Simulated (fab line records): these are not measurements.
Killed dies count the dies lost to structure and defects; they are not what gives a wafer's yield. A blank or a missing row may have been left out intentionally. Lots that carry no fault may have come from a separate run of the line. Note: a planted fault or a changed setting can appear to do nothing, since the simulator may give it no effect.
Matching of chambers -- flow n5Finfet -- N5_BEOL_M14_ETCH_67 on rieDiel-01 has 4 sister chambers
The step etches SiARC in CF4, target depth 143 nm, time 238.3 s. 8 wafers are shown with their chamber, then 10 later ones without.

## WAFERS WITH THEIR CHAMBER
wafer,chamber,throttleValvePct (%),showerheadPlenumPTorr (Torr)
L079.4,1,15.82,2.20
L079.6,3,15.11,2.09
L086.1,1,15.84,2.19
L088.1,0,15.59,2.10
L088.2,3,15.14,2.08
L088.3,2,15.35,2.07
L088.4,2,15.36,2.07
L088.5,0,15.58,2.10

## WAFERS WITH NO CHAMBER GIVEN
wafer,throttleValvePct (%),showerheadPlenumPTorr (Torr)
L088.6,15.13,2.08
L090.2,15.16,2.08
L090.5,15.16,2.08
L090.6,15.38,2.07
L094.1,15.39,2.07
L094.3,15.61,2.10
L094.5,15.16,2.08
L097.1,15.40,2.07
L097.2,15.36,2.18
L097.6,15.40,2.07

## CHAMBER TAKEN BY EACH
wafer,from the rows above,in truth
L088.6,3,3
L090.2,3,3
L090.5,3,3
L090.6,2,2
L094.1,2,2
L094.3,0,0
L094.5,3,3
L097.1,2,2
L097.2,can't be placed: 2 or 0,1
L097.6,2,2
Correct placement for 9 of the 10. From these rows, 1 cannot be placed; in 0 the true chamber is one of the candidates. Wrongly placed: 0.
How it was worked out, from the rows above alone: a wafer's distance from a chamber is the root of the sum, over the readings, of the square of ((its reading less the chamber's mean) divided by the reading's scatter). The wafer belongs to the nearest chamber; if the next one is less than 2 further off, it can't be placed. For every chamber, the mean is computed from those of its wafers that are shown. How the scatter is found: for the shown wafers, subtract from each reading the mean of its chamber, square and add these, divide the total by (wafers less chambers), then take the root.
